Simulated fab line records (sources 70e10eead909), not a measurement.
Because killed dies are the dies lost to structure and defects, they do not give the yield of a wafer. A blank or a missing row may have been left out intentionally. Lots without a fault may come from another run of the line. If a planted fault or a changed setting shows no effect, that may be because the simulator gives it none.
The tool behind it: which one? ; flow nand_harc ; 12 lots, 36 wafers sampled, at 3 steps of a route of 1159

WHAT THE GAUGES SHOWED, per wafer
NHARC_A_M0_INSPECT_11.
lot;measured;on;raw_defect_count
L075;day 17 17:58;defect_inspect-02;28 30 26
L077;day 18 01:56;defect_inspect-01;25 16 20
L080;day 18 18:22;defect_inspect-02;19 24 22
L081;day 19 07:35;defect_inspect-01;32 37 22
L085;day 19 18:48;defect_inspect-02;40 27 25
L083;day 20 05:01;defect_inspect-02;31 24 29
L088;day 20 17:55;defect_inspect-01;46 37 47
L089;day 21 06:42;defect_inspect-02;12 10 10
L091;day 21 22:41;defect_inspect-01;32 42 36
L093;day 22 02:52;defect_inspect-02;58 53 44
L096;day 23 00:17;defect_inspect-01;25 21 22
L097;day 24 08:58;defect_inspect-02;54 47 54

TOOL THAT RAN EACH LOT (tool first, then ch and the chambers of the sampled wafers, then the start)
lot;NHARC_A_CONTACT_ETCH_92;NHARC_A_BLC_PVD_32
L075;rie_diel-02 ch 0,1,2, day 17 04:38;pvd_sputter-03, day 17 17:58 or earlier
L077;rie_diel-07 ch 1,2, day 17 11:01;pvd_sputter-02, day 18 01:56 or earlier
L080;rie_diel-07 ch 1,2, day 18 10:13;pvd_sputter-02, day 18 18:22 or earlier
L081;rie_diel-07 ch 0,2,3, day 18 21:40;pvd_sputter-02, day 19 07:35 or earlier
L085;rie_diel-02 ch 0,1, day 19 11:26;pvd_sputter-02, day 19 18:48 or earlier
L083;rie_diel-09 ch 0,2,3, day 19 20:52;pvd_sputter-01, day 20 05:01 or earlier
L088;rie_diel-07 ch 0,1,2, day 20 05:46;pvd_sputter-01, day 20 17:55 or earlier
L089;rie_diel-02 ch 0,2,3, day 20 19:09;pvd_sputter-02, day 21 06:42 or earlier
L091;rie_diel-09 ch 0,1,2, day 21 12:49;pvd_sputter-01, day 21 22:41 or earlier
L093;rie_diel-07 ch 1,3, day 21 18:23;pvd_sputter-03, day 22 02:52 or earlier
L096;rie_diel-02 ch 1,2,3, day 22 10:34;pvd_sputter-03, day 23 00:17 or earlier
L097;rie_diel-09 ch 0,3, day 23 17:00;pvd_sputter-02, day 24 08:58 or earlier
- NHARC_A_CONTACT_ETCH_92: etches the open film in CH3F/O2, target depth 40 nm, time 85.7 s.
- NHARC_A_BLC_PVD_32: deposits Ti, target thk 5 nm, time 17.7 s.

THE ANSWER, worked out from the rows above alone
Rule: the usual values come from the lots themselves. Put in order of their means at a reading, lots are off if they are a third of the lots or fewer, leave a main group of 4 or more, and stand apart from it by a gap of 3 or more times the standard deviation of the main group's means; of several such gaps the widest counts. The tables above print the reading to a certain number of digits; a main group whose means all agree to those digits is not used. Also off: a lot with no number at a reading for which 4 or more lots have one. The other lots that the step has rows for count as sound.
No lot is off at any reading shown: from this, nothing can be told.

WHAT THE SIMULATOR HAD INSERTED
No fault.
